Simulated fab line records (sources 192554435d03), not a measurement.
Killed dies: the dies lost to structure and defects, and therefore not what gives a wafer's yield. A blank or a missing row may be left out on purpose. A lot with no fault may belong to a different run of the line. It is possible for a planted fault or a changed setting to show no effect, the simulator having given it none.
Matching of chambers :: flow n5-finfet :: N5_BEOL_M1_DESCUM_16 on rie-diel-06: 3 sister chambers
The step chemistry O2, time 7 s. 16 wafers are shown with their chamber, then 7 later ones without.

WAFERS WITH THEIR CHAMBER
wafer: L074.2
chamber: 0
showerhead-plenum-p-Torr (Torr): 2.02
throttle-valve-pct (%): 20.66
drypump-motor-current-A (A): 5.6

wafer: L074.4
chamber: 1
showerhead-plenum-p-Torr (Torr): 2.05
throttle-valve-pct (%): 20.01
drypump-motor-current-A (A): 6.2

wafer: L074.5
chamber: 1
showerhead-plenum-p-Torr (Torr): 2.05
throttle-valve-pct (%): 20.02
drypump-motor-current-A (A): 6.2

wafer: L081.2
chamber: 1
showerhead-plenum-p-Torr (Torr): 2.04
throttle-valve-pct (%): 20.06
drypump-motor-current-A (A): 6.2

wafer: L081.3
chamber: 2
showerhead-plenum-p-Torr (Torr): 2.23
throttle-valve-pct (%): 20.38
drypump-motor-current-A (A): 6.0

wafer: L081.4
chamber: 0
showerhead-plenum-p-Torr (Torr): 2.02
throttle-valve-pct (%): 20.68
drypump-motor-current-A (A): 5.6

wafer: L084.1
chamber: 0
showerhead-plenum-p-Torr (Torr): 2.01
throttle-valve-pct (%): 20.70
drypump-motor-current-A (A): 5.6

wafer: L084.5
chamber: 0
showerhead-plenum-p-Torr (Torr): 2.01
throttle-valve-pct (%): 20.70
drypump-motor-current-A (A): 5.7

wafer: L084.6
chamber: 2
showerhead-plenum-p-Torr (Torr): 2.22
throttle-valve-pct (%): 20.37
drypump-motor-current-A (A): 6.0

wafer: L088.1
chamber: 0
showerhead-plenum-p-Torr (Torr): 2.01
throttle-valve-pct (%): 20.71
drypump-motor-current-A (A): 5.6

wafer: L088.2
chamber: 1
showerhead-plenum-p-Torr (Torr): 2.04
throttle-valve-pct (%): 20.07
drypump-motor-current-A (A): 6.2

wafer: L088.6
chamber: 1
showerhead-plenum-p-Torr (Torr): 2.04
throttle-valve-pct (%): 20.07
drypump-motor-current-A (A): 6.2

wafer: L086.1
chamber: 0
showerhead-plenum-p-Torr (Torr): 2.01
throttle-valve-pct (%): 20.72
drypump-motor-current-A (A): 5.7

wafer: L086.3
chamber: 1
showerhead-plenum-p-Torr (Torr): 2.04
throttle-valve-pct (%): 20.07
drypump-motor-current-A (A): 6.2

wafer: L086.4
chamber: 2
showerhead-plenum-p-Torr (Torr): 2.22
throttle-valve-pct (%): 20.39
drypump-motor-current-A (A): 6.0

wafer: L091.1
chamber: 0
showerhead-plenum-p-Torr (Torr): 2.01
throttle-valve-pct (%): 20.72
drypump-motor-current-A (A): 5.7

SIGNATURES, as means of the wafers listed above
reading: showerhead-plenum-p-Torr
chamber 0: 2.0129
chamber 1: 2.0433
chamber 2: 2.2233
scatter within a chamber: 0.00514

reading: throttle-valve-pct
chamber 0: 20.6986
chamber 1: 20.0500
chamber 2: 20.3800
scatter within a chamber: 0.023

reading: drypump-motor-current-A
chamber 0: 5.643
chamber 1: 6.200
chamber 2: 6.000
scatter within a chamber: 0.0363
Rule: a wafer's distance from a chamber is the root of the sum, over the readings, of the square of ((its reading less the chamber's mean) divided by the reading's scatter). The wafer belongs to the nearest chamber; if the next one is less than 2 further off, it can't be placed. The scatter is the square root of a quotient: the sum, over the shown wafers, of each reading's squared deviation from its chamber's mean, divided by wafers minus chambers.

WAFERS MISSING THEIR CHAMBER
wafer: L091.3
showerhead-plenum-p-Torr (Torr): 2.04
throttle-valve-pct (%): 20.07
drypump-motor-current-A (A): 6.2

wafer: L091.5
showerhead-plenum-p-Torr (Torr): 2.01
throttle-valve-pct (%): 20.72
drypump-motor-current-A (A): 5.6

wafer: L092.1
showerhead-plenum-p-Torr (Torr): 2.22
throttle-valve-pct (%): 20.41
drypump-motor-current-A (A): 6.0

wafer: L092.2
showerhead-plenum-p-Torr (Torr): 2.01
throttle-valve-pct (%): 20.72
drypump-motor-current-A (A): 5.6

wafer: L096.1
showerhead-plenum-p-Torr (Torr): 2.01
throttle-valve-pct (%): 20.73
drypump-motor-current-A (A): 5.6

wafer: L096.2
showerhead-plenum-p-Torr (Torr): 2.03
throttle-valve-pct (%): 20.07
drypump-motor-current-A (A): 6.2

wafer: L096.5
showerhead-plenum-p-Torr (Torr): 2.03
throttle-valve-pct (%): 20.09
drypump-motor-current-A (A): 6.2

EACH ONE'S CHAMBER
wafer: L091.3
from the rows above: 1
in truth: 1

wafer: L091.5
from the rows above: 0
in truth: 0

wafer: L092.1
from the rows above: 2
in truth: 2

wafer: L092.2
from the rows above: 0
in truth: 0

wafer: L096.1
from the rows above: 0
in truth: 0

wafer: L096.2
from the rows above: 1
in truth: 1

wafer: L096.5
from the rows above: 1
in truth: 1
Correct placement for 7 of the 7. From these rows, 0 cannot be placed. Placed wrongly: 0.
